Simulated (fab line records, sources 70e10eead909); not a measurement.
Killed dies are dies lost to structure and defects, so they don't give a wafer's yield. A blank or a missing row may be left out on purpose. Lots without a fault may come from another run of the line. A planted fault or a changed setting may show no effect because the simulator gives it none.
fab line records | flow nand_harc
record lots=7 wafers=21 last_day=25
route steps=1159 shown THIN_TSV@1118 END@1159
lots that met no fault: from a run of the same line without faults
start_h: hours from the record's first day to the start of the lot's first wafer shown | wait_h: hours since the lot's step before | " the same as in the row above | L1.1+2: a row that stands for several wafers | - no value, or no start given | * or withheld: withheld | < > ~ a bound
route shown NAME@n: a module of which the file shows steps, and the number in the route of the first | usual: mean/standard deviation of fault-free wafers | same: alike in all rows | chamber/n: place in a boat | sites: the reading at each site | _std_site: their standard deviation | _edge_site: outer sites' mean less inner sites' | radius_mm: how far each site lies from the wafer's centre | mask NAME#n: copy n | behind: the tool/chamber that last shaped the wafer | hold: why the lot was held/for how many hours/how that ended | device: the transistor (n, p or np) that didn't switch | end of line: the same wafers' tests at the end of the route | a step without rows: its recipe alone | killed: dies lost to structure and defects at the first sort, not the wafer's yield | map: a wafer's dies, x killed, . not, _ none there
set.NAME: the setting as run; set.NAME@STEP: as run at that earlier step | model.NAME: the simulator's own value behind a step, which no gauge read
lots at some steps of the route; a table a step, a row a wafer
services: from which hour (start_h, from the record's first day; less than 0 if before it) a tool's chamber was out of use, for how many hours, and why
## steps
# step NHARC_THIN_TSV_DESCUM_14
# recipe time_s=3 o2_flow_sccm=200 ar_flow_sccm=0 bias_power_w=0 chemistry=O2
# step NHARC_THIN_TSV_ETCH_44
# recipe target_depth_a=15942 time_s=797.1 cf4_flow_sccm=150 o2_flow_sccm=10 ar_flow_sccm=0 rf_w=300 bias_w=800 chemistry=CF4/O2
# step NHARC_THIN_TSV_ETCH_15
# recipe target_depth_a=30000 bosch_target_overetch_cycles=2 bosch_etch_step_s=2.8 bosch_dep_step_s=1.2 bosch_cycles=14
# usual drypump_motor_current_A=6.1/0.37
# columns lot.wafer tool chamber start_h wait_h drypump_motor_current_A rf_hours_counter_h
L187.1 rie_si-04 0 510.64 - 5.2 0.5
L187.2 " 3 " " 6.2 0.4
L187.5 " 0 " " 5.2 -
L190.1 rie_si-04 3 529.95 - 6.2 0.6
L190.2 " 0 " " 5.3 0.6
L190.6 " 3 " " 6.3 -
L189.3 rie_si-05 1 531.13 - 5.7 1.1
L189.1 " 2 " " 6.6 1.0
L189.4 " 3 " " 5.7 0.8
L192.1 rie_si-04 2 541.39 - 6.2 0.6
L192.5 " 2 " " 6.2 -
L192.6 " 3 " " 6.3 -
L196.3 rie_si-04 3 559.41 - 6.2 0.9
L196.1 " 0 " " 5.2 0.9
L196.5 " 0 " " 5.2 -
L194.1 rie_si-05 3 565.77 - 5.8 1.0
L194.3 " 0 " " 6.3 1.2
L194.6 " 0 " " 6.3 -
L198.1 rie_si-06 0 566.77 - 6.5 0.2
L198.6 " 0 " " 6.5 -
L198.5 " 1 " " 5.7 -
# step NHARC_THIN_TSV_CD_MEAS_16
# usual cd_nm=998.3/2.5
# columns lot.wafer tool chamber start_h wait_h cd_nm
L187.1 cd_sem-03 - 510.81 0.2 997.9
L187.2 " - " " 998.3
L187.5 " - " " 997.3
L190.1 cd_sem-02 - 530.09 0.1 999.1
L190.2 " - " " 999.0
L190.6 " - " " 996.4
L189.1 cd_sem-03 - 531.27 0.1 996.4
L189.3 " - " " 996.4
L189.4 " - " " 996.0
L192.1 cd_sem-02 - 541.54 0.1 997.1
L192.5 " - " " 997.0
L192.6 " - " " 996.8
L196.1 cd_sem-03 - 559.55 0.1 997.0
L196.3 " - " " 996.6
L196.5 " - " " 999.1
L194.1 cd_sem-02 - 565.94 0.2 997.9
L194.3 " - " " 1000.3
L194.6 " - " " 997.2
L198.1 cd_sem-02 - 566.91 0.1 1006.4
L198.5 " - " " 1002.2
L198.6 " - " " 999.9
# step NHARC_THIN_TSV_STRIP_45
# recipe power_w=1500 temp_c=250 chemistry=O2
# step NHARC_THIN_TSV_STRIP_46
# recipe time_s=1200 temp_c=72.5 chemistry=post_etch_residue_remover
# step NHARC_THIN_TSV_DEP_47
# recipe target_thk_a=2000 temp_c=withheld pressure_torr=6.5 rf_w=900 teos_flow_sccm=161.4 flow_sccm=2650 target_thk_nm=200 gas=O2 material=SiO2
# step NHARC_THIN_TSV_ETCHBACK_48
# recipe target_depth_a=10285 over_etch_frac=0.3 time_s=405.17 ion_energy_ev=250 c4f8_flow_sccm=withheld ar_flow_sccm=withheld rf_w=600 bias_w=300 chemistry=C4F8/Ar
# usual oes_product_au=0.943/0.03 rf_fwd_power_W=598.7/1.8 rf_vpp_V=546/4.1
# same over_etch_frac=0.3
# columns lot.wafer tool chamber start_h wait_h oes_product_au rf_fwd_power_W rf_hours_counter_h rf_vpp_V
L187.2 rie_diel-06 1 512.07 - 0.928 600.4 4 541
L187.1 " 3 " " 0.911 600.4 7 552
L187.5 " 2 " " 0.932 598.9 - 551
L190.1 rie_diel-06 3 531.42 - 0.918 598.1 8 553
L190.2 " 0 " " 0.923 597.3 8 550
L190.6 " 3 " " 0.913 595.5 - 552
L189.4 rie_diel-06 3 532.55 - 0.913 601.8 9 551
L189.1 " 0 " " 0.925 596.5 8 551
L189.3 " 1 " " 0.926 600.0 6 541
L192.1 rie_diel-06 3 542.84 - 0.988 595.0 9 552
L192.5 " 3 " " 0.990 600.1 - 551
L192.6 " 0 " " 0.990 595.3 - 550
L196.1 rie_diel-03 3 560.96 0.4 0.926 599.0 17 541
L196.3 " 2 " " 0.931 599.0 18 546
L196.5 " 3 " " 0.921 596.8 - 541
L194.3 rie_diel-03 3 567.41 - 0.931 595.8 18 542
L194.1 " 0 " " 0.951 597.6 19 547
L194.6 " 0 " " 0.942 598.2 - 548
L198.1 rie_diel-06 0 568.79 0.4 0.916 599.5 10 550
L198.6 " 3 " " 0.902 601.0 - 552
L198.5 " 0 " " 0.908 598.6 - 549
# step NHARC_THIN_TSV_STRIP_62
# recipe power_w=1500 temp_c=250 time_s=20 chemistry=N2/H2
# usual drypump_motor_current_A=5.7/0.41 heater_power_w=307/40
# columns lot.wafer tool chamber start_h wait_h drypump_motor_current_A heater_power_w rf_hours_counter_h
L187.2 plasma_asher-01 1 512.43 - 5.3 281 15
L187.1 " 0 " " 5.6 275 15
L187.5 " 1 " " 5.3 278 -
L190.1 plasma_asher-01 0 531.78 - 5.6 267 20
L190.2 " 1 " " 5.4 283 20
L190.6 " 0 " " 5.7 268 -
L189.1 plasma_asher-01 0 532.93 - 5.6 275 20
L189.4 " 1 " " 5.3 283 -
L189.3 " 0 " " 5.6 280 -
L192.1 plasma_asher-01 0 543.42 - 5.6 270 27
L192.6 " 0 " " 5.6 271 -
L192.5 " 1 " " 5.3 289 -
L196.1 plasma_asher-02 1 561.31 - 5.5 319 6
L196.3 " 0 " " 6.4 367 -
L196.5 " 0 " " 6.4 367 -
L194.1 plasma_asher-01 0 567.81 - 5.6 269 38
L194.3 " 1 " " 5.3 282 -
L194.6 " 0 " " 5.6 269 -
L198.1 plasma_asher-02 0 569.14 - 6.4 374 9
L198.6 " 1 " " 5.4 315 -
L198.5 " 0 " " 6.4 368 -
# step NHARC_THIN_TSV_DEGAS_49
# recipe temp_c=300 time_s=120
# usual heater_power_w=469/49
# columns lot.wafer tool chamber start_h wait_h heater_power_w
L187.2 pvd_sputter-03 - 512.60 0.1 459
L187.1 " - " " 449
L187.5 " - " " 518
L190.1 pvd_sputter-02 - 531.97 0.2 540
L190.2 " - " " 465
L190.6 " - " " 446
L189.1 pvd_sputter-01 - 533.08 0.1 456
L189.4 " - " " 362
L189.3 " - " " 519
L192.1 pvd_sputter-01 - 543.63 0.2 504
L192.5 " - " " 469
L192.6 " - " " 364
L196.3 pvd_sputter-02 - 561.53 0.1 467
L196.1 " - " " 413
L196.5 " - " " 547
L194.1 pvd_sputter-03 - 567.97 0.1 470
L194.3 " - " " 451
L194.6 " - " " 458
L198.1 pvd_sputter-03 - 569.31 0.2 520
L198.6 " - " " 462
L198.5 " - " " 505
# step NHARC_THIN_TSV_PRE_CLEAN_50
# recipe time_s=30 temp_c=280 gas=H2/He
# usual heater_power_w=412/42
# columns lot.wafer tool chamber start_h wait_h heater_power_w
L187.1 pvd_sputter-03 - - - 391
L187.2 " - " " 403
L187.5 " - " " 408
L190.2 pvd_sputter-02 - - - 362
L190.1 " - " " 397
L190.6 " - " " 352
L189.1 pvd_sputter-01 - - - 438
L189.3 " - " " 315
L189.4 " - " " 459
L192.1 pvd_sputter-01 - - - 461
L192.6 " - " " 461
L192.5 " - " " 447
L196.3 pvd_sputter-02 - - - 369
L196.1 " - " " 398
L196.5 " - " " 490
L194.1 pvd_sputter-03 - - - 409
L194.3 " - " " 387
L194.6 " - " " 400
L198.1 pvd_sputter-03 - - - 389
L198.6 " - " " 394
L198.5 " - " " 416
# step NHARC_THIN_TSV_PVD_19
# recipe target_thk_a=200 chamber_pressure_pa=5 material=TaN
# step NHARC_THIN_TSV_PVD_51
# recipe target_thk_a=1000 chamber_pressure_pa=5 material=Cu
# usual chamber_pressure_pa=4.999/0.0093 throttle_valve_pct=30.3/1.1
# columns lot.wafer tool chamber start_h wait_h chamber_pressure_pa throttle_valve_pct
L187.2 pvd_sputter-03 - 512.88 - 4.983 31.0
L187.1 " - " " 5.009 30.4
L187.5 " - " " 4.994 31.0
L190.1 pvd_sputter-02 - 532.26 - - -
L190.2 " - " " - -
L190.6 " - " " - -
L189.3 pvd_sputter-01 - 533.37 - - -
L189.1 " - " " - -
L189.4 " - " " - -
L192.1 pvd_sputter-01 - 543.88 - - -
L192.6 " - " " - -
L192.5 " - " " - -
L196.3 pvd_sputter-02 - 561.83 - 4.993 31.7
L196.1 " - " " 5.004 29.2
L196.5 " - " " 5.004 29.8
L194.1 pvd_sputter-03 - 568.26 - 5.000 31.1
L194.3 " - " " 5.012 31.0
L194.6 " - " " 5.007 30.4
L198.1 pvd_sputter-03 - 569.62 - 5.009 30.8
L198.5 " - " " 4.995 30.7
L198.6 " - " " 5.001 30.3
# step NHARC_THIN_TSV_ECD_20
# recipe target_thk_a=20000 material=Cu
# step NHARC_END_SORT_01
# recipe temp_c=25
# usual defect_limited_yield=95.4/1.8 killed_at_array=28/11 killed_at_other=0.7/0.88 killed_at_periphery=3.1/2.2 killed_dies=31/12 killed_open=3.3/2 killed_short=2.0/1.6 sort_bin_2_pct=1.5/0.73 sort_bin_3_pct=0.27/0.22 sort_bin_4_pct=2.9/1.1 sort_n_pass=646/12 sort_rim_yield_pct=93/3.9 sort_yield_pct=95.4/1.8
# same gross_dies=677 sort_bin_5_pct[%]=0 sort_bin_6_pct[%]=0 sort_bin_7_pct[%]=0 sort_bin_8_pct[%]=0 sort_rim_n_gross=106.00
# columns lot.wafer tool chamber start_h wait_h defect_limited_yield[%] killed_at_array killed_at_other killed_at_periphery killed_dies killed_open killed_short sort_bin_2_pct[%] sort_bin_3_pct[%] sort_bin_4_pct[%] sort_n_pass sort_rim_yield_pct[%] sort_yield_pct[%]
L187.2 prober-02 0 525.28 2.8 93.6 37 1 5 43 2 3 1.9 0.15 4.3 634 91 93.6
L187.5 prober-02 0 527.68 3.7 94.5 35 0 2 37 1 1 1.8 0.30 3.4 640 92 94.5
L190.1 prober-02 0 544.09 2.5 0 18 657 2 677 3 2 97.9 0.30 1.8 0 0 0
L190.2 prober-02 0 544.88 2.8 0 22 654 1 677 6 1 97.3 0 2.7 0 0 0
L190.6 prober-02 0 548.05 4.0 0 20 655 2 677 4 4 97.5 0.30 2.2 0 0 0
L189.1 prober-01 0 544.12 2.5 0 16 660 1 677 0 1 98.1 0.15 1.8 0 0 0
L189.3 prober-01 0 545.73 3.1 0 27 646 4 677 3 5 97.2 0.44 2.4 0 0 0
L189.4 prober-01 0 546.53 3.4 0 15 659 3 677 3 3 98.5 0 1.5 0 0 0
L192.1 prober-02 0 556.92 2.5 0 36 638 3 677 5 1 96.2 0.15 3.7 0 0 0
L192.5 prober-02 0 560.10 3.7 0 42 635 0 677 2 1 97.0 0 3.0 0 0 0
L192.6 prober-02 0 560.90 4.0 0 48 627 2 677 3 5 96.0 0.89 3.1 0 0 0
L196.1 prober-02 0 585.58 2.5 92.0 49 0 5 54 5 0 2.8 0 5.2 623 86 92.0
L196.3 prober-02 0 587.17 3.1 91.6 55 0 2 57 5 5 2.4 0.89 5.2 620 86 91.6
L196.5 prober-02 0 588.76 3.7 92.3 51 0 1 52 4 4 2.2 0.44 5.0 625 88 92.3
L198.1 prober-02 0 593.36 2.5 93.2 35 4 7 46 5 0 1.9 0 4.9 631 89 93.2
L198.5 prober-02 0 596.56 3.7 93.5 35 2 7 44 2 5 1.8 0.30 4.4 633 97 93.5
L198.6 prober-02 0 597.36 4.0 94.4 34 1 3 38 4 2 2.1 0.30 3.2 639 93 94.4
# killed by level:class
L187.2 A_CHANNEL_HOLE_D1:chamber_film_flake=12 A_STAIRCASE:chamber_film_flake=9 A_SLIT:chamber_film_flake=7 A_ONON_D1:geometric_particle:short=2 P_ZERO_WELL:chamber_film_flake=2 P_GATE:chamber_film_flake=2 A_SGD_CUT:chamber_film_flake=2 P_M1:geometric_particle:open=1
L187.5 A_CHANNEL_HOLE_D1:chamber_film_flake=16 A_SLIT:chamber_film_flake=8 A_STAIRCASE:chamber_film_flake=5 A_CONTACT:chamber_film_flake=2 A_CHANNEL_FILL_D1:geometric_particle:short=1 A_BLC:geometric_particle:open=1 P_ZERO_WELL:chamber_film_flake=1 P_GATE:chamber_film_flake=1
L190.1 THIN_TSV:area_pvd=656 A_CONTACT:chamber_film_flake=5 A_CHANNEL_HOLE_D1:chamber_film_flake=4 A_CONTACT:geometric_particle:open=2 A_STAIRCASE:chamber_film_flake=2 A_WL_FILL:geometric_particle:short=1 A_CONTACT:geometric_particle:short=1 A_BLC:geometric_particle:open=1
L189.1 THIN_TSV:area_pvd=659 A_CHANNEL_HOLE_D1:chamber_film_flake=11 A_STAIRCASE:chamber_film_flake=2 A_BLC:geometric_particle:short=1 P_GATE:chamber_film_flake=1 A_SGD_CUT:chamber_film_flake=1 A_CONTACT:chamber_film_flake=1 THIN_TSV:chamber_film_flake=1
L190.2 THIN_TSV:area_pvd=654 A_CONTACT:chamber_film_flake=6 A_CHANNEL_HOLE_D1:chamber_film_flake=5 A_STAIRCASE:chamber_film_flake=4 A_CONTACT:geometric_particle:open=3 P_M0:geometric_particle:open=1 A_WL_FILL:geometric_particle:open=1 A_CONTACT:geometric_particle:short=1
L189.3 THIN_TSV:area_pvd=645 A_CHANNEL_HOLE_D1:chamber_film_flake=15 A_CONTACT:chamber_film_flake=7 A_WL_FILL:geometric_particle:short=2 P_STI:geometric_particle:open=1 P_CONTACT:geometric_particle:short=1 P_M0:geometric_particle:short=1 A_CHANNEL_FILL_D1:geometric_particle:short=1
L189.4 THIN_TSV:area_pvd=657 A_CHANNEL_HOLE_D1:chamber_film_flake=8 A_WL_FILL:geometric_particle:short=2 P_GATE:chamber_film_flake=2 THIN_TSV:chamber_film_flake=2 P_CONTACT:geometric_particle:open=1 A_CONTACT:chamber_film_flake=1 A_SGD_CUT:geometric_particle:short=1
L190.6 THIN_TSV:area_pvd=655 A_CHANNEL_HOLE_D1:chamber_film_flake=7 A_CHANNEL_FILL_D1:geometric_particle:short=3 A_CONTACT:chamber_film_flake=3 P_CONTACT:geometric_particle:open=1 A_ONON_D1:geometric_particle:open=1 A_WL_FILL:geometric_particle:open=1 A_CONTACT:geometric_particle:open=1
L192.1 THIN_TSV:area_pvd=638 A_SLIT:chamber_film_flake=13 A_CHANNEL_HOLE_D1:chamber_film_flake=11 A_CHANNEL_FILL_D1:chamber_film_flake=5 P_M1:geometric_particle:open=2 A_CONTACT:chamber_film_flake=2 P_CONTACT:geometric_particle:open=1 A_ONON_D1:geometric_particle:open=1
L192.5 THIN_TSV:area_pvd=635 A_CHANNEL_HOLE_D1:chamber_film_flake=20 A_SLIT:chamber_film_flake=16 A_STAIRCASE:chamber_film_flake=2 A_CHANNEL_FILL_D1:geometric_particle:open=1 A_STAIRCASE:geometric_particle:open=1 A_WL_FILL:geometric_particle:short=1 A_CONTACT:chamber_film_flake=1
L192.6 THIN_TSV:area_pvd=625 A_CHANNEL_HOLE_D1:chamber_film_flake=15 A_SLIT:chamber_film_flake=15 A_CHANNEL_FILL_D1:chamber_film_flake=3 A_STAIRCASE:chamber_film_flake=3 A_CONTACT:chamber_film_flake=3 A_ONON_D1:geometric_particle:short=2 A_WL_FILL:geometric_particle:short=2
L196.1 A_CHANNEL_HOLE_D1:chamber_film_flake=17 A_SLIT:chamber_film_flake=11 A_STAIRCASE:chamber_film_flake=6 A_CONTACT:chamber_film_flake=5 P_STI:chamber_film_flake=4 A_WL_FILL:geometric_particle:open=2 A_SGD_CUT:chamber_film_flake=2 A_WL_FILL:chamber_film_flake=2
L196.3 A_SLIT:chamber_film_flake=18 A_CHANNEL_HOLE_D1:chamber_film_flake=17 A_STAIRCASE:chamber_film_flake=9 A_CONTACT:geometric_particle:open=3 A_CHANNEL_FILL_D1:geometric_particle:short=2 A_ONON_D1:geometric_particle:open=1 A_CHANNEL_FILL_D1:geometric_particle:open=1 A_SGD_CUT:geometric_particle:short=1
L196.5 A_CHANNEL_HOLE_D1:chamber_film_flake=19 A_SLIT:chamber_film_flake=11 A_STAIRCASE:chamber_film_flake=10 A_CONTACT:chamber_film_flake=4 A_CHANNEL_FILL_D1:geometric_particle:short=2 A_BLC:geometric_particle:open=2 P_M0:geometric_particle:open=1 A_WL_FILL:geometric_particle:short=1
L198.1 A_SLIT:chamber_film_flake=16 A_CONTACT:chamber_film_flake=7 A_M0:chamber_film_flake=5 THIN_TSV:chamber_film_flake=4 P_STI:chamber_film_flake=3 A_CHANNEL_HOLE_D1:chamber_film_flake=3 P_GATE:chamber_film_flake=2 P_CONTACT:geometric_particle:open=1
L198.5 A_SLIT:chamber_film_flake=10 A_CONTACT:chamber_film_flake=7 A_CHANNEL_HOLE_D1:chamber_film_flake=5 P_STI:chamber_film_flake=3 A_WL_FILL:chamber_film_flake=3 P_BONDPAD:chamber_film_flake=2 A_STAIRCASE:chamber_film_flake=2 A_SGD_CUT:chamber_film_flake=2
L198.6 A_SLIT:chamber_film_flake=13 A_CONTACT:chamber_film_flake=4 A_CHANNEL_HOLE_D1:chamber_film_flake=3 A_STAIRCASE:chamber_film_flake=3 A_M0:chamber_film_flake=3 A_CONTACT:geometric_particle:open=2 P_BONDPAD:chamber_film_flake=2 P_M0:geometric_particle:open=1
# map L189.1 (x killed, . not)
____________x____________
_________xxxxxxx_________
_______xxxxxxxxxxx_______
______xxxxxxxxxxxxx______
_____xxxxxxxxxxxxxxx_____
____xxxxxxxxxxxxxxxxx____
____xxxxxxxxxxxxxxxxx____
___xxxxxxxxxxxxxxxxxxx___
___xxxxxxxxxxxxxxxxxxx___
__xxxxxxxxxxxxxxxxxxxxx__
__xxxxxxxxxxxxxxxxxxxxx__
_xxxxxxxxxxxxxxxxxxxxxxx_
_xxxxxxxxxxxxxxxxxxxxxxx_
_xxxxxxxxxxxxxxxxxxxxxxx_
_xxxxxxxxxxxxxxxxxxxxxxx_
_xxxxxxxxxxxxxxxxxxxxxxx_
xxxxxxxxxxxxxxxxxxxxxxxxx
xxxxxxxxxxxxxxxxxxxxxxxxx
xxxxxxxxxxxxxxxxxxxxxxxxx
xxxxxxxxxxxxxxxxxxxxxxxxx
xxxxxxxxxxxxxxxxxxxxxxxxx
_xxxxxxxxxxxxxxxxxxxxxxx_
_xxxxxxxxxxxxxxxxxxxxxxx_
_xxxxxxxxxxxxxxxxxxxxxxx_
_xxxxxxxxxxxxxxxxxxxxxxx_
_xxxxxxxxxxxxxxxxxxxxxxx_
__xxxxxxxxxxxxxxxxxxxxx__
__xxxxxxxxxxxxxxxxxxxxx__
___xxxxxxxxxxxxxxxxxxx___
___xxxxxxxxxxxxxxxxxxx___
____xxxxxxxxxxxxxxxxx____
____xxxxxxxxxxxxxxxxx____
_____xxxxxxxxxxxxxxx_____
______xxxxxxxxxxxxx______
_______xxxxxxxxxxx_______
_________xxxxxxx_________
____________x____________
# map L190.1 (x killed, . not)
____________x____________
_________xxxxxxx_________
_______xxxxxxxxxxx_______
______xxxxxxxxxxxxx______
_____xxxxxxxxxxxxxxx_____
____xxxxxxxxxxxxxxxxx____
____xxxxxxxxxxxxxxxxx____
___xxxxxxxxxxxxxxxxxxx___
___xxxxxxxxxxxxxxxxxxx___
__xxxxxxxxxxxxxxxxxxxxx__
__xxxxxxxxxxxxxxxxxxxxx__
_xxxxxxxxxxxxxxxxxxxxxxx_
_xxxxxxxxxxxxxxxxxxxxxxx_
_xxxxxxxxxxxxxxxxxxxxxxx_
_xxxxxxxxxxxxxxxxxxxxxxx_
_xxxxxxxxxxxxxxxxxxxxxxx_
xxxxxxxxxxxxxxxxxxxxxxxxx
xxxxxxxxxxxxxxxxxxxxxxxxx
xxxxxxxxxxxxxxxxxxxxxxxxx
xxxxxxxxxxxxxxxxxxxxxxxxx
xxxxxxxxxxxxxxxxxxxxxxxxx
_xxxxxxxxxxxxxxxxxxxxxxx_
_xxxxxxxxxxxxxxxxxxxxxxx_
_xxxxxxxxxxxxxxxxxxxxxxx_
_xxxxxxxxxxxxxxxxxxxxxxx_
_xxxxxxxxxxxxxxxxxxxxxxx_
__xxxxxxxxxxxxxxxxxxxxx__
__xxxxxxxxxxxxxxxxxxxxx__
___xxxxxxxxxxxxxxxxxxx___
___xxxxxxxxxxxxxxxxxxx___
____xxxxxxxxxxxxxxxxx____
____xxxxxxxxxxxxxxxxx____
_____xxxxxxxxxxxxxxx_____
______xxxxxxxxxxxxx______
_______xxxxxxxxxxx_______
_________xxxxxxx_________
____________x____________
## services
# columns tool chamber start_h hours kind
rie_diel-03 0 499.30 - clean
rie_diel-03 1 499.30 - clean
rie_diel-03 2 499.30 - clean
rie_diel-03 3 499.30 - clean
rie_diel-06 0 500.77 - clean
rie_diel-06 1 500.77 - clean
rie_diel-06 2 500.77 - clean
rie_diel-06 3 500.77 - clean
rie_si-04 2 507.75 7.4 repair
pvd_sputter-01 - 514.01 10.0 pm
rie_diel-06 0 525.27 - clean
rie_diel-06 1 525.27 - clean
rie_diel-06 2 525.27 - clean
rie_diel-06 3 525.27 - clean
pvd_sputter-01 - 527.49 1.4 repair
plasma_asher-02 - 537.00 9.0 pm
rie_si-06 - 537.00 9.0 pm
rie_diel-06 0 549.78 - clean
rie_diel-06 1 549.78 - clean
rie_diel-06 2 549.78 - clean
rie_diel-06 3 549.78 - clean
rie_diel-03 3 550.27 8.3 repair
rie_si-05 2 562.38 3.5 repair
rie_diel-03 - 569.30 9.0 pm
## key
first_sign step=NHARC_THIN_TSV_PVD_51 reading=tool_record direction=missing
effect step=NHARC_END_SORT_01 reading=killed_at_other direction=up sigmas=99+ usual=0.7 struck=647.9
more_kills_born_at NHARC_THIN_TSV_PVD_51@pvd_sputter-01=3859 NHARC_THIN_TSV_PVD_51@pvd_sputter-02=1965
met_at NHARC_THIN_TSV_PVD_51
struck_wafers L189.1,L189.3,L189.4,L190.1,L190.2,L190.6,L192.1,L192.5,L192.6
later_rows_left_out L189.1,L189.3,L189.4,L190.1,L190.2,L190.6,L192.1,L192.5,L192.6
fault kind=skipped_step_whole tool=pvd_sputter-01,pvd_sputter-02 chamber=- onset_h=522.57 steps=NHARC_THIN_TSV_PVD_51 scope=struck_lots_only
# later_rows_left_out: the simulator's readings of these wafers behind a module that went badly wrong aren't trusted and aren't shown, but for the sort
